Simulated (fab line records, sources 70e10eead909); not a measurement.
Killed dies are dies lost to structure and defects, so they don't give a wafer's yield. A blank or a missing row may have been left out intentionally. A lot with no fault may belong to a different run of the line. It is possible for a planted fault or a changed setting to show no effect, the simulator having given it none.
Chamber matching | flow nand harc | 4 sister chambers for NHARC_P_GATE_ETCH_32 on rie si-06
The step etches the open film in HBr/Cl2, target depth 150 nm, time 100.1 s. 8 wafers are shown with their chamber, then 12 later ones without.

EACH WAFER AND ITS CHAMBER
wafer  | chamber | drypump motor current A (A) | throttle valve pct (%)
L075.1 | 3       | 4.9                         | 26.406
L077.4 | 3       | 4.9                         | 26.392
L089.5 | 0       | 6.1                         | 26.403
L089.4 | 2       | 5.3                         | 26.397
L089.6 | 1       | 5.3                         | 26.408
L091.2 | 0       | 6.1                         | 26.402
L091.4 | 2       | 5.3                         | 26.393
L091.5 | 1       | 5.2                         | 26.409

WAFERS WITH NO CHAMBER GIVEN
wafer  | drypump motor current A (A) | throttle valve pct (%)
L093.2 | 5.2                         | 26.400
L093.3 | 5.3                         | 26.401
L093.6 | 5.3                         | 26.405
L093.1 | 4.9                         | 26.397
L093.4 | 6.1                         | 26.412
L093.5 | 4.9                         | 26.419
L094.1 | 6.0                         | 26.417
L094.2 | 4.9                         | 26.392
L094.4 | 5.3                         | 26.421
L096.1 | 5.3                         | 26.403
L096.5 | 4.9                         | 26.391
L096.6 | 6.0                         | 26.425

EACH ONE'S CHAMBER
wafer  | from the rows above     | in truth
L093.2 | can't be placed: 1 or 2 | 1
L093.3 | can't be placed: 2 or 1 | 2
L093.6 | can't be placed: 1 or 2 | 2
L093.1 | 3                       | 3
L093.4 | 0                       | 0
L093.5 | 3                       | 3
L094.1 | 0                       | 0
L094.2 | 3                       | 3
L094.4 | 1                       | 1
L096.1 | can't be placed: 2 or 1 | 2
L096.5 | 3                       | 3
L096.6 | 0                       | 0
Placed correctly: 8 of 12. From these rows, 4 cannot be placed; in 4 the true chamber is one of the candidates. 0 placed wrongly.
How it was worked out, from the rows above alone: a wafer's distance from a chamber is the root of the sum, over the readings, of the square of ((its reading less the chamber's mean) divided by the reading's scatter). The wafer belongs to the nearest chamber; if the next one is less than 2 further off, it can't be placed. The mean given for a chamber averages the wafers shown for that chamber. The scatter: take each reading less its chamber's mean, square it, sum over the shown wafers, divide by the number of wafers less the number of chambers, and take the root.
